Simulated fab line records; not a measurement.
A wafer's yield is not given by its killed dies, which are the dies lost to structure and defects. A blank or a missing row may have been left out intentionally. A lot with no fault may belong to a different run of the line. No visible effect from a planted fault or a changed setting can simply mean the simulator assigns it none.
What tool caused it?	flow nand harc	12 lots with 36 wafers sampled at 4 steps, on a route of 1302 steps

WHAT THE GAUGES READ, wafer by wafer
NHARC_P_GATE_CD_MEAS_91: target cd 2000 nm.
lot	measured	on	cd nm (nm)
L437	day 5 16:01	cd sem-03	1998.1 1999.7 1998.2
L439	day 6 15:05	cd sem-03	2001.2 2000.8 2001.4
L440	day 6 21:33	cd sem-01	1997.3 1999.2 1997.6
L441	day 7 06:38	cd sem-01	2000.0 1998.5 1999.2
L443	day 8 04:33	cd sem-03	2000.6 1999.0 2001.5
L444	day 8 13:20	cd sem-02	1998.5 1997.8 1997.4
L445	day 9 05:28	cd sem-03	2000.2 2000.7 2001.6
L446	day 9 20:09	cd sem-01	2055.8 2055.1 2056.1
L454	day 12 12:43	cd sem-02	1999.6 2000.4 1999.3
L458	day 14 07:52	cd sem-01	2000.8 2000.5 2000.3
L459	day 15 00:33	cd sem-03	2003.0 2002.4 2001.9
L460	day 15 01:20	cd sem-02	1998.9 2002.4 2001.4

TOOL THAT RAN EACH LOT (tool first, then ch and the chambers of the sampled wafers, then the start)
lot	NHARC_P_GATE_ETCHBACK_37	NHARC_P_GATE_STRIP_75	NHARC_P_GATE_EXPOSE_88
L437	rie diel-01 ch 2,3, day 5 13:20 or earlier	plasma asher-01 ch 0,1, day 5 13:20	krf scanner-04 ch 0, day 5 15:52
L439	rie diel-07 ch 0,1,3, day 6 12:28 or earlier	plasma asher-02 ch 0,1, day 6 12:28	krf scanner-02 ch 0, day 6 14:56
L440	rie diel-07 ch 0,1, day 6 18:56 or earlier	plasma asher-02 ch 0,1, day 6 18:56	krf scanner-04 ch 0, day 6 21:23
L441	rie diel-07 ch 0,1,2, day 7 04:08 or earlier	plasma asher-02 ch 1, day 7 04:08	krf scanner-03 ch 0, day 7 06:28
L443	rie diel-05 ch 0,3, day 8 02:03 or earlier	plasma asher-02 ch 0,1, day 8 02:03	krf scanner-02 ch 0, day 8 04:24
L444	rie diel-01 ch 1,2,3, day 8 10:41 or earlier	plasma asher-01 ch 0,1, day 8 10:41	krf scanner-03 ch 0, day 8 13:11
L445	rie diel-05 ch 1,2, day 9 02:56 or earlier	plasma asher-02 ch 0,1, day 9 02:56	krf scanner-03 ch 0, day 9 05:18
L446	rie diel-07 ch 2,3, day 9 17:47 or earlier	plasma asher-01 ch 0,1, day 9 17:47	krf scanner-03 ch 0, day 9 20:00
L454	rie diel-01 ch 0,1,3, day 12 10:05 or earlier	plasma asher-01 ch 0,1, day 12 10:05	krf scanner-03 ch 0, day 12 12:34
L458	rie diel-07 ch 0,1, day 14 05:21 or earlier	plasma asher-02 ch 0,1, day 14 05:21	krf scanner-04 ch 0, day 14 07:43
L459	rie diel-01 ch 1,2, day 14 21:23 or earlier	plasma asher-02 ch 0,1, day 14 21:23	krf scanner-03 ch 0, day 15 00:24
L460	rie diel-07 ch 0,3, day 14 22:13 or earlier	plasma asher-01 ch 0, day 14 22:13	krf scanner-02 ch 0, day 15 01:11
- NHARC_P_GATE_ETCHBACK_37: etches the open film in CHF3/O2, target depth 34.5 nm, time 17.2 s.
- NHARC_P_GATE_STRIP_75: strips in O2.
- NHARC_P_GATE_EXPOSE_88: exposes mask P HVN, target cd 2000 nm.

WHAT THE TOOLS THEMSELVES READ (means of the sampled wafers that have a number; where no wafer has one, the mark that the record gives instead)
NHARC_P_GATE_ETCHBACK_37.
lot	tool	drypump motor current A (A)	oes product au (a.u.)	rf vpp V (V)	showerhead plenum p Torr (Torr)	throttle valve pct (%)
L437	rie diel-01	5.2	1.00	370.8	2.39	20.571
L439	rie diel-07	5.9	1.00	371.5	2.48	20.577
L440	rie diel-07	6.1	0.92	370.5	2.39	20.574
L441	rie diel-07	5.8	0.94	371.9	2.46	20.581
L443	rie diel-05	5.9	0.93	372.5	2.49	20.567
L444	rie diel-01	5.5	0.92	371.2	2.42	20.576
L445	rie diel-05	6.5	0.93	371.2	2.43	20.570
L446	rie diel-07	5.7	0.93	373.7	2.55	20.581
L454	rie diel-01	6.0	0.94	372.1	2.48	20.572
L458	rie diel-07	5.7	0.94	371.5	2.47	20.575
L459	rie diel-01	5.2	1.01	371.3	2.41	20.563
L460	rie diel-07	5.4	0.92	374.1	2.56	20.582

NHARC_P_GATE_STRIP_75.
lot	tool	drypump motor current A (A)	heater power w (W)
L437	plasma asher-01	5.8	315
L439	plasma asher-02	5.1	349
L440	plasma asher-02	5.1	347
L441	plasma asher-02	5.8	367
L443	plasma asher-02	5.1	351
L444	plasma asher-01	5.8	323
L445	plasma asher-02	5.4	354
L446	plasma asher-01	5.9	327
L454	plasma asher-01	5.9	323
L458	plasma asher-02	5.5	347
L459	plasma asher-02	5.1	348
L460	plasma asher-01	6.0	299

THE ANSWER, worked out from the rows above alone
Rule: the lots themselves supply what counts as usual. The widest of any qualifying gaps counts: lots, ordered by their means at a reading, are off when they make up no more than a third of the lots, leave a main group of 4 or more, and stand apart from it by 3 or more times the standard deviation of that group's means. If all means in a main group match to the digits the tables above print for the reading, that group is not used. Also off: a lot with no number at a reading for which 4 or more lots have one. All remaining lots with rows at the step are treated as sound. After the gauges, taken in route order, come the tools' own readings; for these a lot's mean is taken, as printed above. The first step at which some lot is off is used, and at that step the reading that is off furthest; a lot without a number counts as furthest.
Off: L446, at NHARC_P_GATE_CD_MEAS_91 (cd nm). For the main group the mean is 2000.0 nm and the standard deviation 1.3.
If a tool, at a process step before that reading, ran all the lots that are off and no sound lot after the first of them, it fits. Gauges at NHARC_P_GATE_CD_MEAS_91: tried the same way as those tools. Because NHARC_P_GATE_ETCHBACK_37 lacks a start for some lots, the hours and order of its lots are taken from NHARC_P_GATE_STRIP_75. No candidate that was tried fits.

WHAT THE SIMULATOR PUT IN
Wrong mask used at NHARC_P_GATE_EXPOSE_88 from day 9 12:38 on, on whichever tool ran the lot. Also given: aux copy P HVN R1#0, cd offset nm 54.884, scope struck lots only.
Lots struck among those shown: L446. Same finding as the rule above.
